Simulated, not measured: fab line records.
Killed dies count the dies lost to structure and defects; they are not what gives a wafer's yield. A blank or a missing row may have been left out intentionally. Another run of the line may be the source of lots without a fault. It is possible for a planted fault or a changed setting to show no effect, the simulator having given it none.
Comparing a struck lot with a sound one :: flow n5_finfet :: 42 steps out of a route of 1938
Sound: wafers L150.1, L150.4, L150.6. The struck wafers were L163.4, L163.5, L163.6. The cause is given at the end.
Each step with rows lists, per side, the tool, then ch with its chambers, then its first start. Under that, the readings that differ: sound wafers :: struck wafers :: difference of the means :: sigmas: that difference in standard deviations of wafers without a fault.
alike: readings with means less than 2 such deviations apart, plus words and numbers identical on both sides. not compared: withheld readings, readings lacking a value on some wafer, bounds such as >300 that could conceal the same value, and numbers that have no deviation in the record and whose values overlap.
The two part at a step that has a row with sigmas, a row that says differs or no value, or rows on one side only. Non-overlapping numbers with no deviation appear without sigmas and do not part them. A reading missing from all wafers of one side parts the sides only when that side holds two or more wafers.

N5_BEOL_M5_STRIP_91: strips in N2/H2, time 10 s.
  sound on rie_diel-01 ch 0,1,2; struck on rie_diel-05 ch 1,2,3
  alike: drypump_motor_current_A, oes_product_au, rf_vpp_V, showerhead_plenum_p_Torr, throttle_valve_pct
  not compared: rf_hours_counter_h
N5_BEOL_M5_OCD_MEAS_38:
  struck on ocd-01, day 12 01:48; sound on ocd-01, day 8 16:53
  alike: trench_depth_nm
then, 4 steps without rows for these wafers: N5_BEOL_M5_HM_STRIP_39 (strips TiN in peroxide tin strip, target depth 25 nm, time 158 s); N5_BEOL_M5_SRD_40 (time 30 s); N5_BEOL_M5_PRECLEAN_42 (cleans in residue remover, time 60 s); N5_BEOL_M5_SRD_43 (time 30 s).
N5_BEOL_M5_CD_MEAS_35: target cd 28 nm, target cd y 24 nm.
  struck on cd_sem-01, day 12 01:57; sound on cd_sem-03, day 8 17:03
  alike: cd_nm
N5_BEOL_M5_CURE_80: cures SiCOH lowk, time 120 s.
  sound on uv_cure-03 ch 0, day 8 17:05; struck on uv_cure-01 ch 2, day 12 02:08
  alike: lamp_power_pct, wafer_temp_C_max
then, 1 step without rows for these wafers: N5_BEOL_M5_DEGAS_44 (time 60 s).
N5_BEOL_M5_PRE_CLEAN_45: time 30 s.
  struck on pvd_sputter-03, day 12 03:09; sound on pvd_sputter-03, day 8 18:13
  alike: heater_power_w
then, 2 steps without rows for these wafers: N5_BEOL_M5_ALD_86 (deposits TaN, pulse time 2 s, purge time 3 s, co reactant purge time 2 s); N5_BEOL_M5_SURFACE_TREAT_87.
N5_BEOL_M5_CVD_47: deposits Co from CCTBA/H2, target thk 3 nm, time 216 s.
  sound on cvd_co-01 ch 0,1,2, day 8 18:46; struck on cvd_co-02 ch 0,1,2, day 12 03:37
  not compared: since_wet_clean_h
N5_BEOL_M5_SPUTTER_48: material Cu, target thk 15 nm, time 27.62 s.
  struck on pvd_sputter-02, day 12 03:43; sound on pvd_sputter-03, day 8 18:55
  alike: throttle_valve_pct
then, 11 steps without rows for these wafers: N5_BEOL_M5_ANNEAL_49 (time 1800 s); N5_BEOL_M5_SPUTTER_81 (material Cu, target thk 15 nm, time 27.62 s); N5_BEOL_M5_ANNEAL_82 (time 1800 s); N5_BEOL_M5_SPUTTER_83 (material Cu, target thk 15 nm, time 27.62 s); N5_BEOL_M5_ANNEAL_84 (time 1800 s); N5_BEOL_M5_SPUTTER_88 (material Cu, target thk 15 nm, time 27.62 s); N5_BEOL_M5_ANNEAL_89 (time 1800 s); N5_BEOL_M5_SPUTTER_90 (material Cu, target thk 4.5 nm, time 8.29 s); N5_BEOL_M5_ECD_50 (material Cu, target thk 300 nm); N5_BEOL_M5_ANNEAL_51 (time 90 s); N5_BEOL_M5_CMP_52 (polishes, stops on SiCOH lowk, t overpolish 6.9 s, target thk 62 nm).
N5_BEOL_M5_THK_MEAS_53: measures by xrf.
  struck on film_metro-02, day 12 09:41; sound on film_metro-01, day 9 00:03
  alike: M5_THK
then, 4 steps without rows for these wafers: N5_BEOL_M5_PRE_CLEAN_77 (time 15 s); N5_BEOL_M5_CO_CAP_78 (material Co, precursor CCTBA/H2, target thk 2 nm, time 102.1 s); N5_BEOL_M5_PRE_CLEAN_55 (time 15 s); N5_BEOL_M5_DEP_56 (deposits SiCN from 3MS/NH3, target thk 8 nm, time 14 s).
N5_BEOL_M5_RS_MEAS_57: uses a four-point probe to measure.
  struck on film_metro-01, day 12 09:56; sound on film_metro-02, day 9 00:19
  alike: M5_RS
N5_BEOL_M6_ILD_DEP_00: deposits SiCOH lowk from DEMS/porogen, target thk 179.75 nm, time 33.4 s.
  sound on pecvd-03 ch 0,1,2, day 9 00:23; struck on pecvd-02 ch 0,1,2, day 12 10:02
  alike: heater_power_w, showerhead_plenum_p_Torr, showerhead_vpp_V, throttle_valve_pct
  not compared: since_wet_clean_h
then, 1 step without rows for these wafers: N5_BEOL_M6_CURE_74 (cures SiCOH lowk, time 240 s).
N5_BEOL_M6_THK_MEAS_01:
  struck on film_metro-01, day 12 10:36; sound on film_metro-01, day 9 00:57
  alike: M6_ILD_THK
then, 7 steps without rows for these wafers: N5_BEOL_M6_PECVD_70 (deposits SiO2 from TEOS/O2, target thk 20 nm, time 22.7 s); N5_BEOL_M6_HM_DEP_02 (deposits TiN, target thk 20 nm); N5_BEOL_M6_COAT_59 (time 60 s, resist thk 100 nm); N5_BEOL_M6_COAT_60 (time 60 s, resist thk 35 nm); N5_BEOL_M6_COAT_05 (resist thk 90 nm); N5_BEOL_M6_EBR_07; N5_BEOL_M6_SOFTBAKE_06 (time 60 s).
-- here the record skips 4 days between the struck wafers' starts before and after, leaving off in module BEOL_M6 and picking up in module PASSIVATION (first step shown: number 1936 of the route) --
N5_PASSIVATION_PROBE_49:
  record: rows for the struck wafers here (prober-01, day 16 02:50), none for the sound ones

== WHERE THEY PART ==
At N5_PASSIVATION_PROBE_49 and nowhere else, as far as this record goes.

WHY: what the simulator had put in
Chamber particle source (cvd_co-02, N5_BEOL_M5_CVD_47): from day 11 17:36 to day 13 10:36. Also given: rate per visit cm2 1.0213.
